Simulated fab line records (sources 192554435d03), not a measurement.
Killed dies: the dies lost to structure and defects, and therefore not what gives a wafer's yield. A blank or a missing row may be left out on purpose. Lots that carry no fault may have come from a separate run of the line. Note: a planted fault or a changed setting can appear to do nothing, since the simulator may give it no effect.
Lot-split experiment	flow n5-finfet	21 wafers read across 7 lots, on a route 1938 steps long

== ABOUT THE SPLIT ==
At N5_BEOL_M2_ETCH_64 (etches SOC in N2/H2, target depth 75 nm, overetch 22.5 nm, time 121.9 s), the setting bias-w was moved away from the recipe's 150 W on 8 of the 21 wafers read, by -11.6% to +6.1%. All remaining wafers had this setting at the recipe value.

Reading taken at the split's own step.

== THE READING ==
rf-vpp-V, in V, at N5_BEOL_M2_ETCH_64 (etches SOC in N2/H2, target depth 75 nm, overetch 22.5 nm, time 121.9 s). A value of 524.3 V with a standard deviation of 2.4 V is what fault-free wafers of this fab line usually give.

wafer	tool, chamber at the split	bias-w as run, W	against the recipe	rf-vpp-V, V	against lot-mates on the recipe
L074.1	rie-diel-03, 2	150	recipe	523.7	-
L074.4	rie-diel-03, 3	150	recipe	525.2	-
L074.6	rie-diel-03, 2	150	recipe	522.4	-
L077.1	rie-diel-04, 3	143	-4.7%	507.6	-16.2
L077.3	rie-diel-04, 2	150	recipe	523.8	-
L077.5	rie-diel-04, 2	143	-4.7%	508.4	-15.4
L079.1	rie-diel-03, 1	150	recipe	525.8	-
L079.3	rie-diel-03, 2	142.4	-5.1%	504.6	-19.5
L079.4	rie-diel-03, 2	150	recipe	522.5	-
L081.1	rie-diel-04, 1	132.6	-11.6%	488.2	-35.2
L081.3	rie-diel-04, 2	150	recipe	523.4	-
L081.6	rie-diel-04, 3	132.6	-11.6%	481.3	-42.1
L087.1	rie-diel-04, 0	150	recipe	528.0	-
L087.2	rie-diel-04, 2	150	recipe	522.6	-
L087.3	rie-diel-04, 3	134	-10.7%	485.3	-40.0
L088.2	rie-diel-04, 1	150	recipe	526.2	-
L088.3	rie-diel-04, 3	150	recipe	521.3	-
L088.6	rie-diel-04, 1	150	recipe	526.5	-
L092.1	rie-diel-04, 1	159.1	+6.1%	545.5	+19.5
L092.5	rie-diel-04, 1	150	recipe	526.0	-
L092.6	rie-diel-04, 2	159.1	+6.1%	543.3	+17.3

FIT RESULTS
A straight line over all 21 wafers: rf-vpp-V changes by +3.47 V for each +1% of bias-w; r = +0.99; the points scatter about the line by 2.1 V.
The same after taking each lot's own level away (the mean of its wafers on the recipe; 21 wafers): +3.38 V for each +1%; r = +0.99; scatter 2.2 V.
On that fit, the largest move of bias-w shifts the reading by 39 V.
Across the lots, their own levels run from 523.40 to 526.00 V, a range of 1.1 times the standard deviation given above.
Consequently the slope shifts little with the lot-to-lot level, the two slopes agreeing.
Check: with one of the wafers moved furthest among these (-11.6%) left out of the fit, the line predicts -41.2 V for it against its lot-mates. It came out at -35.2 V against them.
Tool readings at the split's step, against how far the setting was moved: rf-vpp-V r = +0.99.

== OTHER SPLITS ON THESE WAFERS ==
Note: prior to the reading, these wafers also went through further splits. Each is held against what the fit with the lots' levels taken away leaves over:
other split on the same wafers	wafers away from the commonest value	r with rf-vpp-V (lot level and that fit taken away)
N5_MOL_CONTACT_COAG_CONTACT_ETCH_14 time-s	4	+0.41
N5_MOL_CONTACT_COAG_ALD_133 ald-cycles	7	+0.26
N5_BEOL_M0_SAQP_EXPOSE_37 dose-mj	7	+0.16
N5_BEOL_M1_COAT_22 spin-rpm	9	-0.09

== THE WHOLE CHAIN: every reading that the file lists as answering this split, in the file's order ==
step	what it does	reading	change (the file's fit)	r (the file's)
N5_BEOL_M2_ETCH_64	etches SOC in N2/H2, target depth 75 nm, overetch 22.5 nm, time 121.9 s	rf-vpp-V	+3.49 V for each +1% of the setting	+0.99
N5_BEOL_M2_ETCH_64	etches SOC in N2/H2, target depth 75 nm, overetch 22.5 nm, time 121.9 s	SiARC_of_BEOL_M2_COAT_62.thk-nm (the simulator's own value, which no gauge read)	-0.0779 nm for each +1% of the setting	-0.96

== FILE'S OWN FIT ==
rf-vpp-V changes by +3.49 V for each +1% of bias-w, r = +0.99.
